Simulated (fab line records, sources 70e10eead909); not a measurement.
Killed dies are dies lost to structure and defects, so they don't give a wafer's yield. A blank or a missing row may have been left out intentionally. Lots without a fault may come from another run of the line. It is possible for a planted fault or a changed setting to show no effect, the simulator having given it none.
A struck lot beside a sound one | flow nand-harc | 14 out of 1302 route steps
Sound: the wafers L261.2, L261.3, L261.6. Wafers L272.2, L272.3, L272.4 were the ones struck. Last of all comes the cause.
Each step with rows lists, per side, the tool, then ch with its chambers, then its first start. Under that, the readings that differ: sound wafers | struck wafers | difference of the means | sigmas: that difference in standard deviations of wafers without a fault.
alike: readings whose means differ by less than 2 such deviations, and words and numbers that are the same on both sides. not compared: withheld readings, readings that some wafer has no value for, bounds like >300 that may hide the same value, and numbers for which the record gives no deviation and whose values overlap.
The two part at a step that has a row with sigmas, a row that says differs or no value, or rows on one side only. Numbers that don't overlap but have no deviation are shown without sigmas and don't part them. A reading missing from all wafers of one side parts the sides only when that side holds two or more wafers.

NHARC_P_GATE_STRIP_95: strips in O2.
  sound on plasma-asher-02 ch 0,1, day 8 23:03; struck on plasma-asher-01 ch 0,1, day 13 21:22
  alike: drypump-motor-current-A, heater-power-w
  not compared: rf-hours-counter-h
then, 1 step without rows for these wafers: NHARC_P_GATE_STRIP_96 (strips in SPM, time 900 s).
NHARC_P_GATE_RTA_64: time 1 s.
  sound on rtp-anneal-01 ch 0, day 8 23:39; struck on rtp-anneal-02 ch 0, day 13 21:57
  reading            | sound          | struck         | difference | sigmas
  lamp-power-pct (%) | 34.8 34.7 34.6 | 37.7 37.7 37.7 | +3.0       | +2
  alike: anneal-temp-c-max, wafer_temp_C_max
then, 1 step without rows for these wafers: NHARC_P_GATE_ETCH_77 (etches SiO2 in dHF, target depth 6 nm).
NHARC_P_GATE_DEGAS_109: time 60 s.
  struck on pvd-sputter-01, day 13 22:13; sound on pvd-sputter-03, day 8 23:55
  alike: heater-power-w
then, 5 steps without rows for these wafers: NHARC_P_GATE_PRE_CLEAN_110 (time 30 s); NHARC_P_GATE_SPUTTER_78 (material Ni, target thk 10 nm); NHARC_P_GATE_SPUTTER_79 (material TiN, target thk 10 nm); NHARC_P_GATE_RTA_80 (time 30 s); NHARC_P_GATE_STRIP_67 (strips in SPM, time 600 s).
NHARC_P_GATE_RTA_82: time 30 s.
  sound on rtp-anneal-02 ch 0, day 9 00:43; struck on rtp-anneal-01 ch 0, day 13 23:02
  alike: anneal-temp-c-max, lamp-power-pct, wafer_temp_C_max
NHARC_P_GATE_INSPECT_68:
  struck on defect-inspect-01, day 13 23:12; sound on defect-inspect-02, day 9 00:53
  alike: raw-defect-count
NHARC_P_CONTACT_DEP_30: deposits SiNx, target thk 30 nm.
  sound on pecvd-01 ch 0,1,2, day 9 00:57; struck on pecvd-03 ch 1,2, day 13 23:44
  alike: heater-power-w
NHARC_P_CONTACT_DEP_00: deposits SiO2, target thk 500 nm.
  sound on pecvd-01 ch 0,1,2; struck on pecvd-03 ch 1,2
  alike: heater-power-w, throttle-valve-pct

## WHERE THEY PART
NHARC_P_GATE_RTA_64 only, going by this record. Later steps at which nothing parts them and some readings are alike: NHARC_P_GATE_DEGAS_109, NHARC_P_GATE_RTA_82, NHARC_P_GATE_INSPECT_68, NHARC_P_CONTACT_DEP_30, NHARC_P_CONTACT_DEP_00.

WHY: the cause the simulator had injected
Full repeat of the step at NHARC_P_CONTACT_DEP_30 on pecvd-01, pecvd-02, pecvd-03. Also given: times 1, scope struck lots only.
